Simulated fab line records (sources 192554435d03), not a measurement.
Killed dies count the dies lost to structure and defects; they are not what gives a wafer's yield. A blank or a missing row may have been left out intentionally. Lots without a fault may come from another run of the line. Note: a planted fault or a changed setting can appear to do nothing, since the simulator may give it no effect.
Split-lot trial	flow n5_finfet	7 lots, 39 wafers read, on a route of 1938 steps

## THE SPLIT ITSELF
At N5_HKMG_FIN_HK_ALD_01 (deposits HfO2, target thk 1.6 nm, pulse time 3 s, purge time 3 s), the setting ald_cycles was moved away from the recipe's 30 on 9 of the 39 wafers read, by -13.3% to +6.7%. For the rest of the wafers, this setting stayed at what the recipe calls for.

## FROM THE SPLIT TO THE READING: what the file shows between them, 4 steps
- N5_HKMG_FIN_HK_ANNEAL_02: time 30 s
- N5_HKMG_FIN_ALD_74: deposits La2O3, target thk 0.5 nm, pulse time 6 s, co reactant pulse time 1 s
- N5_HKMG_FIN_WET_ETCH_82: etches La2O3 in dHCl, stops on HfO2, target depth 2 nm, rinse time 30 s
- N5_HKMG_FIN_ALD_36: deposits TiN, target thk 1 nm, pulse time 1 s, purge time 3 s

## THE READING
HK_THK, in nm, at N5_HKMG_FIN_THK_MEAS_70 (measures by xrf). On this fab line, fault-free wafers typically give 1.611 nm with a standard deviation of 0.019 nm.

wafer	tool, chamber at the split	ald_cycles as run	against the recipe	HK_THK, nm	against lot-mates on the recipe
L074.1	ald_hk-01, 1,3,2	26	-13.3%	1.414	-0.205
L074.2	ald_hk-01, 1,3,2	26	-13.3%	1.427	-0.192
L074.3	ald_hk-01, 1,3,2	26	-13.3%	1.393	-0.226
L074.4	ald_hk-01, 0,1,2	30	recipe	1.621	-
L074.5	ald_hk-01, 0,1,2	30	recipe	1.634	-
L074.6	ald_hk-01, 0,1,2	30	recipe	1.601	-
L084.1	ald_hk-02, 0,2,1,3,0,3	30	recipe	1.584	-
L084.2	ald_hk-02, 0,2,1,3,0,3	30	recipe	1.610	-
L084.3	ald_hk-02, 0,2,1,3,0,3	30	recipe	1.594	-
L084.4	ald_hk-02, 0,2,1,3,0,3	30	recipe	1.603	-
L084.5	ald_hk-02, 0,2,1,3,0,3	30	recipe	1.582	-
L084.6	ald_hk-02, 0,2,1,3,0,3	30	recipe	1.605	-
L086.1	ald_hk-03, 0,3,3	30	recipe	1.608	-
L086.2	ald_hk-03, 1,2,0	27	-10.0%	1.464	-0.163
L086.3	ald_hk-03, 0,3,3	30	recipe	1.638	-
L086.4	ald_hk-03, 1,2,0	27	-10.0%	1.417	-0.210
L086.5	ald_hk-03, 1,2,0	27	-10.0%	1.402	-0.225
L086.6	ald_hk-03, 0,3,3	30	recipe	1.634	-
L087.1	ald_hk-02, 3,2,3	30	recipe	1.606	-
L087.2	ald_hk-02, 3,2,3	30	recipe	1.606	-
L087.3	ald_hk-02, 1,0,2	32	+6.7%	1.728	+0.122
L087.4	ald_hk-02, 1,0,2	32	+6.7%	1.717	+0.111
L087.5	ald_hk-02, 3,2,3	30	recipe	1.607	-
L087.6	ald_hk-02, 1,0,2	32	+6.7%	1.688	+0.082
L091.1	ald_hk-01, 1,3,0,2,0,3	30	recipe	1.660	-
L091.2	ald_hk-01, 1,3,0,2,0,3	30	recipe	1.596	-
L091.3	ald_hk-01, 1,3,0,2,0,3	30	recipe	1.569	-
L091.4	ald_hk-01, 1,3,0,2,0,3	30	recipe	1.614	-
L091.5	ald_hk-01, 1,3,0,2,0,3	30	recipe	1.607	-
L091.6	ald_hk-01, 1,3,0,2,0,3	30	recipe	1.616	-
L093.1	ald_hk-01, 2,3,0,1,2,1	30	recipe	1.617	-
L093.2	ald_hk-01, 2,3,0,1,2,1	30	recipe	1.585	-
L093.3	ald_hk-01, 2,3,0,1,2,1	30	recipe	1.622	-
L093.4	ald_hk-01, 2,3,0,1,2,1	30	recipe	1.624	-
L093.5	ald_hk-01, 2,3,0,1,2,1	30	recipe	1.623	-
L093.6	ald_hk-01, 2,3,0,1,2,1	30	recipe	1.631	-
L095.1	ald_hk-02, 3,0,1	30	recipe	1.635	-
L095.2	ald_hk-02, 3,0,1	30	recipe	1.609	-
L095.5	ald_hk-02, 3,0,1	30	recipe	1.647	-
If several chambers appear in one row, that row covers several wafers at once and the file leaves open which wafer was in which chamber.

THE FIT
A straight line over all 39 wafers: HK_THK changes by +0.016 nm for each +1% of ald_cycles; r = +0.96; the points scatter about the line by 0.022 nm.
The same after taking each lot's own level away (the mean of its wafers on the recipe; 39 wafers): +0.0168 nm for each +1%; r = +0.97; scatter 0.021 nm.
Per that fit: largest ald_cycles move, reading shift of 0.22 nm.
From 1.5963 to 1.6303 nm: that is the span of the lots' own levels, equal to 1.8 times the standard deviation above.
Hence the lot-to-lot level has little effect on the slope; both slopes agree.
Check: -0.231 nm against its lot-mates is what the line predicts for one of the wafers moved furthest among these (-13.3%) when that wafer is left out of the fit. It came out at -0.205 nm against them.

## FILE'S OWN FIT
HK_THK changes by +0.0169 nm for each +1% of ald_cycles, r = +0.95.
